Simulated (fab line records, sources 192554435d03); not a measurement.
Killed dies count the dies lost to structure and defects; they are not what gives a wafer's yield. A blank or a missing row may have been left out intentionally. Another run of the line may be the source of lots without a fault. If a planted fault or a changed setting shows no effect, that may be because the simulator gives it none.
Split-lot experiment / flow n5-finfet / 21 wafers read from 7 lots, route of 1938 steps

== THE SPLIT ITSELF ==
At N5_BEOL_M4_COAT_05 (resist thk 30 nm), the setting spin-rpm was moved away from the recipe's 1500 rpm on 5 of the 21 wafers read, by -9.9% to +9.7%. All remaining wafers had this setting at the recipe value.

Reading taken at the split's own step.

== THE READING ==
CAR-EUV_of_BEOL_M4_COAT_05.thk-nm (the simulator's own value, which no gauge read), in nm, at N5_BEOL_M4_COAT_05 (resist thk 30 nm). There is no usual value for it anywhere in the file. Here, 16 wafers ran the recipe; their average is 30.0 nm with a standard deviation of 0.097 nm.

wafer=L074.1; tool, chamber at the split=litho-track-05, 0; spin-rpm as run, rpm=1425; against the recipe=-5.0%; CAR-EUV_of_BEOL_M4_COAT_05.thk-nm, nm=30.8; against lot-mates on the recipe=+0.7
wafer=L074.2; tool, chamber at the split=litho-track-05, 0; spin-rpm as run, rpm=1500; against the recipe=recipe; CAR-EUV_of_BEOL_M4_COAT_05.thk-nm, nm=30; against lot-mates on the recipe=-
wafer=L074.3; tool, chamber at the split=litho-track-05, 0; spin-rpm as run, rpm=1500; against the recipe=recipe; CAR-EUV_of_BEOL_M4_COAT_05.thk-nm, nm=30.2; against lot-mates on the recipe=-
wafer=L076.2; tool, chamber at the split=litho-track-02, 0; spin-rpm as run, rpm=1352; against the recipe=-9.9%; CAR-EUV_of_BEOL_M4_COAT_05.thk-nm, nm=31.6; against lot-mates on the recipe=+1.6
wafer=L076.3; tool, chamber at the split=litho-track-02, 0; spin-rpm as run, rpm=1352; against the recipe=-9.9%; CAR-EUV_of_BEOL_M4_COAT_05.thk-nm, nm=31.6; against lot-mates on the recipe=+1.6
wafer=L076.6; tool, chamber at the split=litho-track-02, 0; spin-rpm as run, rpm=1500; against the recipe=recipe; CAR-EUV_of_BEOL_M4_COAT_05.thk-nm, nm=30; against lot-mates on the recipe=-
wafer=L078.4; tool, chamber at the split=litho-track-04, 0; spin-rpm as run, rpm=1500; against the recipe=recipe; CAR-EUV_of_BEOL_M4_COAT_05.thk-nm, nm=30; against lot-mates on the recipe=-
wafer=L078.5; tool, chamber at the split=litho-track-04, 0; spin-rpm as run, rpm=1500; against the recipe=recipe; CAR-EUV_of_BEOL_M4_COAT_05.thk-nm, nm=30; against lot-mates on the recipe=-
wafer=L078.6; tool, chamber at the split=litho-track-04, 0; spin-rpm as run, rpm=1500; against the recipe=recipe; CAR-EUV_of_BEOL_M4_COAT_05.thk-nm, nm=30; against lot-mates on the recipe=-
wafer=L080.1; tool, chamber at the split=litho-track-02, 0; spin-rpm as run, rpm=1500; against the recipe=recipe; CAR-EUV_of_BEOL_M4_COAT_05.thk-nm, nm=30; against lot-mates on the recipe=-
wafer=L080.6; tool, chamber at the split=litho-track-02, 0; spin-rpm as run, rpm=1500; against the recipe=recipe; CAR-EUV_of_BEOL_M4_COAT_05.thk-nm, nm=30; against lot-mates on the recipe=-
wafer=L080.3; tool, chamber at the split=litho-track-02, 0; spin-rpm as run, rpm=1500; against the recipe=recipe; CAR-EUV_of_BEOL_M4_COAT_05.thk-nm, nm=30.2; against lot-mates on the recipe=-
wafer=L084.1; tool, chamber at the split=litho-track-04, 0; spin-rpm as run, rpm=1500; against the recipe=recipe; CAR-EUV_of_BEOL_M4_COAT_05.thk-nm, nm=30; against lot-mates on the recipe=-
wafer=L084.2; tool, chamber at the split=litho-track-04, 0; spin-rpm as run, rpm=1646; against the recipe=+9.7%; CAR-EUV_of_BEOL_M4_COAT_05.thk-nm, nm=28.6; against lot-mates on the recipe=-1.4
wafer=L084.4; tool, chamber at the split=litho-track-04, 0; spin-rpm as run, rpm=1646; against the recipe=+9.7%; CAR-EUV_of_BEOL_M4_COAT_05.thk-nm, nm=28.6; against lot-mates on the recipe=-1.4
wafer=L089.2; tool, chamber at the split=litho-track-05, 0; spin-rpm as run, rpm=1500; against the recipe=recipe; CAR-EUV_of_BEOL_M4_COAT_05.thk-nm, nm=30; against lot-mates on the recipe=-
wafer=L089.6; tool, chamber at the split=litho-track-05, 0; spin-rpm as run, rpm=1500; against the recipe=recipe; CAR-EUV_of_BEOL_M4_COAT_05.thk-nm, nm=30; against lot-mates on the recipe=-
wafer=L089.4; tool, chamber at the split=litho-track-05, 0; spin-rpm as run, rpm=1500; against the recipe=recipe; CAR-EUV_of_BEOL_M4_COAT_05.thk-nm, nm=30.2; against lot-mates on the recipe=-
wafer=L093.2; tool, chamber at the split=litho-track-02, 0; spin-rpm as run, rpm=1500; against the recipe=recipe; CAR-EUV_of_BEOL_M4_COAT_05.thk-nm, nm=30; against lot-mates on the recipe=-
wafer=L093.5; tool, chamber at the split=litho-track-02, 0; spin-rpm as run, rpm=1500; against the recipe=recipe; CAR-EUV_of_BEOL_M4_COAT_05.thk-nm, nm=30; against lot-mates on the recipe=-
wafer=L093.6; tool, chamber at the split=litho-track-02, 0; spin-rpm as run, rpm=1500; against the recipe=recipe; CAR-EUV_of_BEOL_M4_COAT_05.thk-nm, nm=29.8; against lot-mates on the recipe=-

FIT RESULTS
A straight line over all 21 wafers: CAR-EUV_of_BEOL_M4_COAT_05.thk-nm changes by -0.153 nm for each +1% of spin-rpm; r = -0.99; the points scatter about the line by 0.093 nm.
The same after taking each lot's own level away (the mean of its wafers on the recipe; 21 wafers): -0.152 nm for each +1%; r = -0.99; scatter 0.083 nm.
That fit puts the effect of the largest move of spin-rpm on the reading at 1.5 nm.
From 29.93 to 30.10 nm: that is the span of the lots' own levels, equal to 1.7 times the standard deviation above.
Hence the lot-to-lot level has little effect on the slope; both slopes agree.
Check: for one of the wafers moved furthest among these (-9.9%), held out of the fit, the line's prediction against its lot-mates is +1.48 nm. It came out at +1.6 nm against them.

== FURTHER SPLITS ON THESE WAFERS ==
Other splits were also applied to these wafers ahead of the reading. Each is held against what the fit with the lots' levels taken away leaves over:
other split on the same wafers=N5_BEOL_M2_TRENCH_ETCH_37 source-w; wafers away from the commonest value=2; r with CAR-EUV_of_BEOL_M4_COAT_05.thk-nm (lot level and that fit taken away)=+0.11
other split on the same wafers=N5_BEOL_M3_COAT_67 spin-rpm; wafers away from the commonest value=5; r with CAR-EUV_of_BEOL_M4_COAT_05.thk-nm (lot level and that fit taken away)=-0.09
other split on the same wafers=N5_BEOL_M3_ETCH_41 target-depth-a; wafers away from the commonest value=6; r with CAR-EUV_of_BEOL_M4_COAT_05.thk-nm (lot level and that fit taken away)=-0.20
other split on the same wafers=N5_BEOL_M4_COAT_73 spin-rpm; wafers away from the commonest value=5; r with CAR-EUV_of_BEOL_M4_COAT_05.thk-nm (lot level and that fit taken away)=+0.22

== FILE'S OWN FIT ==
CAR-EUV_of_BEOL_M4_COAT_05.thk-nm changes by -0.152 nm for each +1% of spin-rpm, r = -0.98.
